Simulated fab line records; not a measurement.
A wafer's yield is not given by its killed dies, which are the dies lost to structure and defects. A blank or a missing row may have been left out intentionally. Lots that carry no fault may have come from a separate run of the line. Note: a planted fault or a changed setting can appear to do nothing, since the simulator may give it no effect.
Struck lot and sound lot, side by side    flow n5 finfet    26 steps out of a route of 1938
Sound: the wafers L201.1, L201.5, L201.6. Struck: wafers L206.2, L206.4, L206.5. The cause is named last.
At each step with rows: each side's tool, then ch and its chambers, then its first start. Under that, the readings that differ: sound wafers    struck wafers    difference of the means    sigmas: that difference in standard deviations of wafers without a fault.
alike: a reading whose means differ by less than 2 such deviations, as well as words and numbers matching on both sides. not compared: withheld readings; readings where some wafer has no value; bounds like >300 that might hide an equal value; numbers whose values overlap and for which the record gives no deviation.
Wherever a step has rows on one side only, a row that says differs or no value, or a row with sigmas, the two part there. Numbers that have no deviation but don't overlap get no sigmas and don't part them. A reading that every wafer of one side lacks parts them only if that side has two wafers or more.

N5_BEOL_M12_OVL_MEAS_11:
  sound on overlay-01 ch 0, day 12 09:42; struck on overlay-02 ch 0, day 13 20:56
reading       sound   struck    difference  sigmas
V11_OVL (nm)  5 2 10  15 18 12  +9          +2
N5_BEOL_M12_INSPECT_12: inspects for defects (macro).
  struck on defect inspect-01, day 13 20:58; sound on defect inspect-02, day 12 09:44
  alike: raw defect count
N5_BEOL_M12_DESCUM_15: chemistry O2, time 7.9 s.
  sound on rie diel-06 ch 0,1,3, day 12 09:46; struck on rie diel-06 ch 1,2, day 13 20:59
  alike: drypump motor current A, oes product au, rf fwd power W, rf vpp V, showerhead plenum p Torr, throttle valve pct
  not compared: rf hours counter h
then, 1 step without rows for these wafers: N5_BEOL_M12_ETCH_59 (etches BARC in N2/H2, target depth 89 nm, overetch 26.7 nm, time 67.9 s).
N5_BEOL_M12_VIA_ETCH_16: etches SiOC in C4F8/O2/Ar, target depth 724.8 nm.
  sound on rie diel-06 ch 0,1,3, day 12 09:51; struck on rie diel-06 ch 1,2, day 13 21:05
  alike: drypump motor current A, oes product au, rf fwd power W, rf vpp V, showerhead plenum p Torr, throttle valve pct
N5_BEOL_M12_STRIP_63: strips in N2/H2.
  sound on plasma asher-02 ch 0,1, day 12 10:03; struck on plasma asher-02 ch 0,1, day 13 21:17
  alike: drypump motor current A, heater power w, oes product au, strip time to endpoint s
  not compared: rf hours counter h
N5_BEOL_M12_STRIP_64: strips in N2/H2.
  sound on plasma asher-02 ch 0,1, day 12 10:07; struck on plasma asher-02 ch 0,1, day 13 21:20
  alike: drypump motor current A, heater power w, oes product au, strip time to endpoint s
  not compared: rf hours counter h
then, 2 steps without rows for these wafers: N5_BEOL_M12_STRIP_71 (strips in post etch residue remover, time 60 s); N5_BEOL_M12_SRD_72 (time 30 s, dry time 30 s).
N5_BEOL_M12_CD_MEAS_17 targets a cd of 140 nm.
  struck on cd sem-02, day 13 21:29; sound on cd sem-01, day 12 10:15
  alike: cd nm
then, 2 steps without rows for these wafers: N5_BEOL_M12_COAT_65 (time 60 s, resist thk 300 nm); N5_BEOL_M12_COAT_66 (time 60 s, resist thk 110 nm).
N5_BEOL_M12_COAT_22: resist thk 300 nm.
  sound on litho track-01 ch 0, day 12 10:18; struck on litho track-01 ch 0, day 13 21:32
reading                                     sound                 struck                difference  sigmas
spin speed rpm (rpm)                        2886.8 2889.5 2886.8  2649.7 2651.8 2653.0  -236.2      -99 or more
model.coat_of_BEOL_M12_COAT_22.thk nm (nm)  300.4 300.4 300.8     312.2 312.2 312.6     +11.8       
then, 6 steps without rows for these wafers: N5_BEOL_M12_EBR_24; N5_BEOL_M12_SOFTBAKE_23 (time 60 s); N5_BEOL_M12_EXPOSE_25 (exposes mask M12); N5_BEOL_M12_PEB_26 (peb time 90 s); N5_BEOL_M12_DEVELOP_27 (develop time 45 s); N5_BEOL_M12_HARDBAKE_32 (time 120 s).
N5_BEOL_M12_CD_MEAS_28 targets a cd of 160.2 nm.
  sound on cd sem-02 ch 0, day 12 10:35; struck on cd sem-02 ch 0, day 13 21:49
  alike: cd nm
N5_BEOL_M12_OVL_MEAS_29:
  sound on overlay-02 ch 0, day 12 10:37; struck on overlay-01 ch 0, day 13 21:50
  alike: M12_OVL
N5_BEOL_M12_INSPECT_30: inspects for defects (macro).
  struck on defect inspect-02, day 13 21:52; sound on defect inspect-02, day 12 10:38
  alike: raw defect count
then, 1 step without rows for these wafers: N5_BEOL_M12_DESCUM_33 (chemistry O2, time 7.9 s).
N5_BEOL_M12_ETCH_67: etches SiARC in CF4, target depth 143 nm, time 238.3 s.
  sound on rie diel-03 ch 0,3, day 12 10:50; struck on rie diel-06 ch 0,1,2, day 13 21:56
reading                                     sound              struck           difference  sigmas
model.coat_of_BEOL_M12_COAT_22.thk nm (nm)  211.6 211.4 212.2  223.2 223.4 224  +11.8       
  alike: drypump motor current A, etch rf on time s, oes product au, rf fwd power W, rf vpp V, showerhead plenum p Torr, throttle valve pct
  not compared: rf hours counter h
N5_BEOL_M12_ETCH_68: etches SOC in N2/H2, time 285 s.
  sound on rie diel-03 ch 0,3, day 12 10:59; struck on rie diel-06 ch 0,1,2, day 13 22:05
  alike: drypump motor current A, oes product au, rf fwd power W, rf vpp V, showerhead plenum p Torr, throttle valve pct
  not compared: rf hours counter h
N5_PASSIVATION_PROBE_49:
  the record holds rows for the sound wafers here (prober-02, day 13 21:02) but none for the struck ones

WHERE THEY PART
First at N5_BEOL_M12_OVL_MEAS_11; last, within this record, at N5_PASSIVATION_PROBE_49.

WHY: whatever the simulator had introduced
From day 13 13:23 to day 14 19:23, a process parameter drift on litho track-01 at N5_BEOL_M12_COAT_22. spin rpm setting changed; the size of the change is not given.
